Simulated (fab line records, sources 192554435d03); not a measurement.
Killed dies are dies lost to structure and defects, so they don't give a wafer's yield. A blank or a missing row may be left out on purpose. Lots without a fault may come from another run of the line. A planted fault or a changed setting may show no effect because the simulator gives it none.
Chamber matching | flow n5_finfet | N5_BEOL_M3_STRIP_36 on rie_diel-02: 4 sister chambers
The step strips in N2/H2. 20 wafers are shown with their chamber, then 10 later ones without.

WAFERS WITH THEIR CHAMBER
wafer  | chamber | drypump_motor_current_A (A) | throttle_valve_pct (%) | showerhead_plenum_p_Torr (Torr)
L076.1 | 3       | 5.9                         | 23.5                   | 2.60
L076.3 | 1       | 5.9                         | 24.1                   | 2.54
L076.6 | 3       | 5.9                         | 23.5                   | 2.60
L077.1 | 2       | 5.3                         | 23.7                   | 2.60
L077.3 | 3       | 5.9                         | 23.5                   | 2.60
L077.6 | 2       | 5.2                         | 23.7                   | 2.60
L079.3 | 0       | 6.6                         | 23.8                   | 2.39
L079.4 | 1       | 5.9                         | 24.1                   | 2.54
L079.6 | 1       | 5.9                         | 24.2                   | 2.54
L088.2 | 0       | 6.6                         | 23.8                   | 2.38
L088.3 | 1       | 5.9                         | 24.2                   | 2.53
L088.5 | 3       | 5.9                         | 23.6                   | 2.58
L090.1 | 1       | 5.9                         | 24.2                   | 2.53
L090.4 | 0       | 6.6                         | 23.9                   | 2.38
L090.5 | 0       | 6.5                         | 23.8                   | 2.38
L091.3 | 1       | 5.9                         | 24.2                   | 2.53
L091.5 | 1       | 5.9                         | 24.2                   | 2.53
L091.6 | 2       | 5.2                         | 23.8                   | 2.58
L093.1 | 0       | 6.6                         | 23.5                   | 2.70
L093.2 | 3       | 5.9                         | 23.6                   | 2.58

SIGNATURES (means of the wafers above)
reading                  | chamber 0 | chamber 1 | chamber 2 | chamber 3 | scatter within a chamber
drypump_motor_current_A  | 6.580     | 5.900     | 5.233     | 5.900     | 0.0303
throttle_valve_pct       | 23.760    | 24.171    | 23.733    | 23.540    | 0.0884
showerhead_plenum_p_Torr | 2.4460    | 2.5343    | 2.5933    | 2.5920    | 0.0714
Rule: a wafer's distance from a chamber is the root of the sum, over the readings, of the square of ((its reading less the chamber's mean) divided by the reading's scatter). The wafer belongs to the nearest chamber; if the next one is less than 2 further off, it can't be placed. The scatter: the root of (the sum of the squares of (reading less its chamber's mean) over the shown wafers, divided by (wafers less chambers)).

WAFERS WITHOUT THEIR CHAMBER
wafer  | drypump_motor_current_A (A) | throttle_valve_pct (%) | showerhead_plenum_p_Torr (Torr)
L093.4 | 5.9                         | 24.2                   | 2.52
L094.1 | 5.9                         | 24.2                   | 2.52
L094.2 | 6.6                         | 23.5                   | 2.70
L094.5 | 5.9                         | 24.2                   | 2.52
L095.2 | 6.5                         | 23.5                   | 2.70
L095.3 | 5.9                         | 23.6                   | 2.58
L095.4 | 5.3                         | 23.8                   | 2.58
L096.2 | 5.9                         | 24.2                   | 2.52
L096.3 | 5.9                         | 23.6                   | 2.58
L096.4 | 5.3                         | 23.8                   | 2.58

WHICH CHAMBER EACH WENT THROUGH
wafer  | from the rows above | in truth
L093.4 | 1                   | 1
L094.1 | 1                   | 1
L094.2 | 0                   | 0
L094.5 | 1                   | 1
L095.2 | 0                   | 0
L095.3 | 3                   | 3
L095.4 | 2                   | 2
L096.2 | 1                   | 1
L096.3 | 3                   | 3
L096.4 | 2                   | 2
Placed correctly: 10 of 10. Can't be placed from these rows: 0. Placed wrongly: 0.
